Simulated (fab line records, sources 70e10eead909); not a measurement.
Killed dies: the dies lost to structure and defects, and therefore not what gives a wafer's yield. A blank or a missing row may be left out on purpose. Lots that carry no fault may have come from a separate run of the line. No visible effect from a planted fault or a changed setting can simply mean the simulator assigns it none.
The tool behind it: which one? ; flow nandHarc ; 72 wafers from 24 lots sampled at 6 of the route's 1159 steps

WHAT THE GAUGES SHOWED, per wafer
NHARC_A_STAIRCASE_INSPECT_155.
lot;measured;on;rawDefectCount
L074;day 13 08:44;defectInspect-02;429 520 531
L077;day 13 23:33;defectInspect-01;384 284 557
L075;day 13 23:12;defectInspect-01;275 255 351
L076;day 14 03:20;defectInspect-01;460 212 154
L078;day 14 21:01;defectInspect-02;494 329 287
L079;day 15 01:03;defectInspect-01;271 308 273
L080;day 16 00:05;defectInspect-01;293 266 395
L082;day 16 02:28;defectInspect-01;274 330 424
L081;day 16 00:57;defectInspect-02;697 342 403
L083;day 16 00:09;defectInspect-01;272 332 557
L084;day 16 12:47;defectInspect-02;356 256 360
L085;day 16 21:18;defectInspect-02;346 585 395
L088;day 16 22:01;defectInspect-01;305 432 395
L087;day 16 20:52;defectInspect-02;271 273 261
L086;day 17 11:37;defectInspect-01;452 530 786
L090;day 17 11:47;defectInspect-01;206 350 321
L089;day 17 21:16;defectInspect-01;426 340 279
L093;day 18 01:10;defectInspect-02;431 331 261
L091;day 18 07:55;defectInspect-01;504 237 669
L092;day 18 08:11;defectInspect-01;241 236 344
L094;day 19 05:04;defectInspect-01;302 369 357
L095;day 19 05:20;defectInspect-02;784 478 761
L097;day 19 05:10;defectInspect-01;268 262 469
L096;day 19 09:00;defectInspect-02;351 229 440

NHARC_A_SGD_CUT_INSPECT_11.
lot;measured;on;rawDefectCount
L074;day 13 09:39;defectInspect-01;7 2 3
L077;day 14 00:21;defectInspect-01;17 14 25
L075;day 14 00:00;defectInspect-01;5 5 11
L076;day 14 04:07;defectInspect-02;6 6 6
L078;day 14 21:47;defectInspect-01;27 30 18
L079;day 15 01:58;defectInspect-01;7 4 8
L080;day 16 01:00;defectInspect-01;18 30 26
L082;day 16 03:28;defectInspect-02;10 15 19
L081;day 16 01:57;defectInspect-01;21 23 18
L083;day 16 01:09;defectInspect-02;10 11 10
L084;day 16 13:42;defectInspect-02;23 25 25
L085;day 16 22:14;defectInspect-01;8 13 7
L088;day 16 22:49;defectInspect-01;33 18 28
L087;day 16 21:47;defectInspect-01;31 17 31
L086;day 17 12:32;defectInspect-01;30 34 44
L090;day 17 12:42;defectInspect-02;40 37 36
L089;day 17 22:03;defectInspect-01;14 7 16
L093;day 18 01:58;defectInspect-01;16 9 11
L091;day 18 08:41;defectInspect-02;37 26 21
L092;day 18 09:06;defectInspect-02;19 9 17
L094;day 19 05:59;defectInspect-01;12 9 12
L095;day 19 06:17;defectInspect-01;42 41 35
L097;day 19 06:08;defectInspect-01;8 6 11
L096;day 19 10:00;defectInspect-01;8 11 16

WHICH TOOL RAN EACH LOT (tool, then ch and the chambers of the sampled wafers, then the start)
lot;NHARC_A_STAIRCASE_DESCUM_291;NHARC_A_STAIRCASE_DESCUM_312;NHARC_A_STAIRCASE_DEP_417;NHARC_A_STAIRCASE_DESCUM_443
L074;rieDiel-10 ch 0,1,2, day 11 01:50;rieDiel-01 ch 0,3, day 11 08:46;pecvd-03 ch 1,2, day 11 15:11;rieDiel-05 ch 0,1,3, day 13 03:25
L077;rieDiel-10 ch 0,2,3, day 11 20:02;rieDiel-10 ch 2,3, day 12 01:17;pecvd-03 ch 0,2, day 12 05:25;rieDiel-05 ch 0,1,2, day 13 18:03
L075;rieDiel-10 ch 0,2, day 11 20:36;rieDiel-05 ch 1,2,3, day 12 02:16;pecvd-04 ch 0,1,2, day 12 06:25;rieDiel-01 ch 0,1, day 13 18:15
L076;rieDiel-01 ch 0,3, day 12 00:31;rieDiel-05 ch 0,1,3, day 12 05:29;pecvd-03 ch 1,2, day 12 09:34;rieDiel-10 ch 0,3, day 13 22:11
L078;rieDiel-05 ch 1,2,3, day 12 15:52;rieDiel-05 ch 1,2,3, day 12 22:32;pecvd-03 ch 0,1,2, day 13 02:50;rieDiel-01 ch 0,3, day 14 16:04
L079;rieDiel-10 ch 0,1,2, day 12 16:58;rieDiel-01 ch 0,2,3, day 12 22:42;pecvd-01 ch 0,1,2, day 13 05:37;rieDiel-01 ch 0,1, day 14 20:06
L080;rieDiel-01 ch 0,3, day 13 09:06;rieDiel-01 ch 0,3, day 13 20:04;pecvd-01 ch 0,1,2, day 14 00:13;rieDiel-05 ch 1,3, day 15 18:14
L082;rieDiel-10 ch 0,2,3, day 13 18:42;rieDiel-05 ch 0,1,3, day 14 02:45;pecvd-01 ch 0,2, day 14 07:25;rieDiel-05 ch 1,2,3, day 15 18:22
L081;rieDiel-05 ch 0,1,3, day 13 21:27;rieDiel-05 ch 0,2, day 14 04:24;pecvd-03 ch 0,2, day 14 08:51;rieDiel-05 ch 0,1,2, day 15 18:19
L083;rieDiel-01 ch 0,2,3, day 13 21:49;rieDiel-10 ch 0,1,2, day 14 04:41;pecvd-03 ch 0,1,2, day 14 09:37;rieDiel-01 ch 1,2,3, day 15 18:22
L084;rieDiel-05 ch 0,1,2, day 14 06:06;rieDiel-10 ch 0,1,3, day 14 11:41;pecvd-04 ch 0,1,2, day 14 16:56;rieDiel-05 ch 0,1,3, day 16 06:06
L085;rieDiel-05 ch 1,3, day 14 15:30;rieDiel-05 ch 0,1, day 14 20:53;pecvd-03 ch 0,2, day 15 04:09;rieDiel-01 ch 0,1,3, day 16 15:37
L088;rieDiel-05 ch 0,1,2, day 14 20:26;rieDiel-10 ch 0,1,2, day 15 03:22;pecvd-04 ch 1,2, day 15 08:05;rieDiel-10 ch 0,2,3, day 16 15:35
L087;rieDiel-10 ch 0,1,3, day 14 21:01;rieDiel-01 ch 1,2, day 15 03:34;pecvd-03 ch 0,1,2, day 15 07:55;rieDiel-10 ch 1,2,3, day 16 15:33
L086;rieDiel-10 ch 1,2, day 15 05:16;rieDiel-10 ch 0,2,3, day 15 11:04;pecvd-04 ch 0,1, day 15 16:26;rieDiel-05 ch 0,1,2, day 17 06:40
L090;rieDiel-10 ch 0,2,3, day 15 10:58;rieDiel-10 ch 1,2,3, day 15 16:34;pecvd-04 ch 0,1, day 15 20:52;rieDiel-10 ch 0,1,2, day 17 06:49
L089;rieDiel-01 ch 0,1,2, day 15 11:26;rieDiel-05 ch 0,2,3, day 15 17:44;pecvd-03 ch 0,2, day 16 02:07;rieDiel-01 ch 0,2,3, day 17 15:40
L093;rieDiel-01 ch 0,1,3, day 15 18:28;rieDiel-05 ch 0,1, day 16 02:18;pecvd-01 ch 1,2, day 16 06:37;rieDiel-01 ch 0,3, day 17 19:38
L091;rieDiel-01 ch 0,2,3, day 15 21:36;rieDiel-01 ch 0,1,3, day 16 07:34;pecvd-03 ch 0,1,2, day 16 11:53;rieDiel-05 ch 0,2,3, day 18 02:57
L092;rieDiel-10 ch 1,2,3, day 16 05:44;rieDiel-10 ch 0,2,3, day 16 10:50;pecvd-03 ch 0,1,2, day 16 15:05;rieDiel-01 ch 1,2,3, day 18 03:06
L094;rieDiel-05 ch 0,1,2, day 16 14:30;rieDiel-01 ch 0,1,3, day 16 21:26;pecvd-03 ch 0,2, day 17 01:51;rieDiel-01 ch 1,2,3, day 18 23:17
L095;rieDiel-01 ch 1,3, day 16 15:32;rieDiel-01 ch 0,1,3, day 16 23:25;pecvd-01 ch 0,1,2, day 17 03:49;rieDiel-05 ch 0,2,3, day 18 23:41
L097;rieDiel-05 ch 0,2,3, day 16 21:52;rieDiel-05 ch 0,2,3, day 17 03:04;pecvd-03 ch 0,2, day 17 07:41;rieDiel-10 ch 0,2,3, day 18 23:25
L096;rieDiel-10 ch 0,1,2, day 17 01:29;rieDiel-01 ch 0,3, day 17 06:50;pecvd-03 ch 1,2, day 17 11:26;rieDiel-10 ch 1,2,3, day 19 03:34
- NHARC_A_STAIRCASE_DESCUM_291: chemistry O2, time 3 s.
- NHARC_A_STAIRCASE_DESCUM_312: chemistry O2, time 3 s.
- NHARC_A_STAIRCASE_DEP_417: deposits Si3N4, target thk 60 nm.
- NHARC_A_STAIRCASE_DESCUM_443: chemistry O2, time 3 s.

WHAT THE TOOLS THEMSELVES READ (means of the sampled wafers that have a number; where no wafer has one, the mark that the record gives instead)
NHARC_A_STAIRCASE_DESCUM_291.
lot;tool;drypumpMotorCurrentA (A);oesProductAu (a.u.);rfVppV (V);showerheadPlenumPTorr (Torr);throttleValvePct (%)
L074;rieDiel-10;5.6;1.005;58.6;1.97;11.316
L077;rieDiel-10;5.5;1.007;58.8;1.94;11.322
L075;rieDiel-10;5.5;1.012;57.9;1.88;11.312
L076;rieDiel-01;5.2;0.997;56.5;1.80;11.315
L078;rieDiel-05;5.4;1.003;57.6;1.90;11.318
L079;rieDiel-10;5.6;1.004;57.6;1.97;11.308
L080;rieDiel-01;5.4;1.000;55.9;1.82;11.313
L082;rieDiel-10;5.6;1.008;57.8;1.94;11.304
L081;rieDiel-05;5.7;1.004;57.8;1.84;11.312
L083;rieDiel-01;5.3;1.000;57.4;1.81;11.317
L084;rieDiel-05;5.8;0.995;57.9;1.86;11.311
L085;rieDiel-05;5.7;0.993;58.2;1.89;11.312
L088;rieDiel-05;5.8;1.000;56.7;1.86;11.305
L087;rieDiel-10;5.3;1.002;58.1;1.95;11.310
L086;rieDiel-10;5.9;1.007;58.3;2.03;11.312
L090;rieDiel-10;5.5;0.995;57.6;1.93;11.314
L089;rieDiel-01;5.6;0.998;57.3;1.87;11.314
L093;rieDiel-01;5.5;1.007;57.8;1.96;11.317
L091;rieDiel-01;5.3;1.002;57.2;1.90;11.315
L092;rieDiel-10;5.6;0.998;58.6;2.02;11.313
L094;rieDiel-05;5.8;1.005;57.9;1.96;11.304
L095;rieDiel-01;5.3;1.013;58.9;2.04;11.305
L097;rieDiel-05;5.5;1.005;58.2;1.95;11.309
L096;rieDiel-10;5.6;1.000;57.6;1.95;11.311

NHARC_A_STAIRCASE_DESCUM_312.
lot;tool;drypumpMotorCurrentA (A);oesProductAu (a.u.);rfVppV (V);showerheadPlenumPTorr (Torr);throttleValvePct (%)
L074;rieDiel-01;5.3;0.999;57.6;1.80;11.318
L077;rieDiel-10;5.6;1.009;57.8;2.00;11.310
L075;rieDiel-05;5.4;1.002;58.5;1.90;11.319
L076;rieDiel-05;5.7;1.000;57.3;1.85;11.315
L078;rieDiel-05;5.4;1.004;57.1;1.90;11.307
L079;rieDiel-01;5.3;0.995;56.8;1.81;11.317
L080;rieDiel-01;5.2;0.999;56.7;1.80;11.306
L082;rieDiel-05;5.7;0.995;57.3;1.84;11.311
L081;rieDiel-05;5.8;1.001;57.2;1.82;11.311
L083;rieDiel-10;5.6;1.003;58.1;1.96;11.320
L084;rieDiel-10;5.4;0.997;58.3;1.95;11.305
L085;rieDiel-05;6.0;0.986;56.8;1.85;11.314
L088;rieDiel-10;5.6;0.998;57.7;1.96;11.315
L087;rieDiel-01;5.8;1.007;57.7;1.93;11.309
L086;rieDiel-10;5.5;0.997;58.2;1.93;11.310
L090;rieDiel-10;5.6;1.007;58.8;2.02;11.307
L089;rieDiel-05;5.4;0.994;57.2;1.96;11.308
L093;rieDiel-05;6.0;1.000;59.0;2.01;11.306
L091;rieDiel-01;5.5;1.003;57.6;1.96;11.314
L092;rieDiel-10;5.5;1.005;57.4;1.93;11.310
L094;rieDiel-01;5.5;1.000;58.7;1.96;11.317
L095;rieDiel-01;5.5;1.002;57.8;1.96;11.301
L097;rieDiel-05;5.4;1.001;57.9;1.95;11.308
L096;rieDiel-01;5.2;1.008;58.0;1.99;11.306

NHARC_A_STAIRCASE_DEP_417.
lot;tool;heaterPowerW (W)
L074;pecvd-03;672
L077;pecvd-03;654
L075;pecvd-04;747
L076;pecvd-03;702
L078;pecvd-03;718
L079;pecvd-01;677
L080;pecvd-01;752
L082;pecvd-01;785
L081;pecvd-03;651
L083;pecvd-03;665
L084;pecvd-04;718
L085;pecvd-03;694
L088;pecvd-04;762
L087;pecvd-03;698
L086;pecvd-04;763
L090;pecvd-04;785
L089;pecvd-03;624
L093;pecvd-01;685
L091;pecvd-03;674
L092;pecvd-03;679
L094;pecvd-03;600
L095;pecvd-01;739
L097;pecvd-03;684
L096;pecvd-03;595

NHARC_A_STAIRCASE_DESCUM_443.
lot;tool;drypumpMotorCurrentA (A);oesProductAu (a.u.);rfVppV (V);showerheadPlenumPTorr (Torr);throttleValvePct (%)
L074;rieDiel-05;5.7;1.004;56.8;1.85;11.313
L077;rieDiel-05;5.8;1.005;57.5;1.86;11.313
L075;rieDiel-01;5.7;0.996;57.7;1.89;11.313
L076;rieDiel-10;5.3;1.008;58.3;1.93;11.314
L078;rieDiel-01;5.4;1.009;57.9;1.91;11.324
L079;rieDiel-01;5.9;0.998;57.6;1.94;11.322
L080;rieDiel-05;5.3;0.994;57.4;1.88;11.316
L082;rieDiel-05;5.5;0.997;57.8;1.89;11.308
L081;rieDiel-05;5.8;0.998;58.1;1.96;11.303
L083;rieDiel-01;5.5;1.003;57.1;1.95;11.319
L084;rieDiel-05;5.7;0.994;57.5;1.94;11.313
L085;rieDiel-01;5.5;1.013;58.2;1.96;11.310
L088;rieDiel-10;5.5;1.009;58.4;1.93;11.311
L087;rieDiel-10;5.6;0.999;58.3;2.01;11.308
L086;rieDiel-05;5.8;0.997;57.4;1.96;11.307
L090;rieDiel-10;5.6;0.998;56.9;1.95;11.317
L089;rieDiel-01;5.3;1.006;57.5;1.90;11.316
L093;rieDiel-01;5.4;1.000;58.0;1.90;11.309
L091;rieDiel-05;5.5;1.001;57.4;1.95;11.315
L092;rieDiel-01;5.4;1.001;57.5;1.95;11.309
L094;rieDiel-01;5.5;1.002;58.8;1.95;11.316
L095;rieDiel-05;5.5;1.002;58.1;1.95;11.309
L097;rieDiel-10;5.5;0.999;57.8;1.92;11.313
L096;rieDiel-10;5.6;1.003;58.2;2.01;11.314

THE ANSWER, worked out from the rows above alone
Rule: the usual values come from the lots themselves. Put in order of their means at a reading, lots are off if they are a third of the lots or fewer, leave a main group of 4 or more, and stand apart from it by a gap of 3 or more times the standard deviation of the main group's means; of several such gaps the widest counts. If all means in a main group match to the digits the tables above print for the reading, that group is not used. Also off: a lot with no number at a reading for which 4 or more lots have one. Any other lot the step has rows for is counted as sound. First the gauges in route order, then the tools' own readings, where a lot's mean is used as printed above. The first step at which some lot is off is used, and at that step the reading that is off furthest; a lot without a number counts as furthest.
Nothing can be told from this: no lot is off at any reading shown.

WHAT HAD BEEN PUT IN BY THE SIMULATOR
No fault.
